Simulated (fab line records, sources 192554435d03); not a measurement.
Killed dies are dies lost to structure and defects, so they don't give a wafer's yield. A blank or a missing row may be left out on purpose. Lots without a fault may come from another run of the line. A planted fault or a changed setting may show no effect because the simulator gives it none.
Chamber matching | flow n5_finfet | N5_BEOL_M4_PECVD_72 on pecvd-01: 3 sister chambers
The step deposits SiO2 from TEOS/O2, target thk 16 nm, time 18 s. 6 wafers are shown with their chamber, then 6 later ones without.

WAFERS WITH THEIR CHAMBER
wafer  | chamber | showerhead_plenum_p_Torr (Torr) | throttle_valve_pct (%)
L698.5 | 0       | 8.63                            | 22.2
L701.3 | 0       | 8.65                            | 22.3
L701.6 | 2       | 8.68                            | 21.3
L702.2 | 1       | 8.74                            | 23.5
L702.5 | 2       | 8.69                            | 21.3
L702.6 | 1       | 8.72                            | 23.5

WAFERS WITHOUT THEIR CHAMBER
wafer  | showerhead_plenum_p_Torr (Torr) | throttle_valve_pct (%)
L708.1 | 8.66                            | 21.3
L708.2 | 8.76                            | 23.8
L708.6 | 8.67                            | 21.9
L715.2 | 8.66                            | 22.3
L715.3 | 8.71                            | 23.3
L715.6 | 8.66                            | 22.2

WHICH CHAMBER EACH WENT THROUGH
wafer  | from the rows above | in truth
L708.1 | 2                   | 2
L708.2 | 1                   | 1
L708.6 | 0                   | 0
L715.2 | 0                   | 0
L715.3 | 1                   | 1
L715.6 | 0                   | 0
Placed correctly: 6 of 6. Can't be placed from these rows: 0. Placed wrongly: 0.
How it was worked out, from the rows above alone: a wafer's distance from a chamber is the root of the sum, over the readings, of the square of ((its reading less the chamber's mean) divided by the reading's scatter). The wafer belongs to the nearest chamber; if the next one is less than 2 further off, it can't be placed. A chamber's mean is the mean of its shown wafers. The scatter: the root of (the sum of the squares of (reading less its chamber's mean) over the shown wafers, divided by (wafers less chambers)).
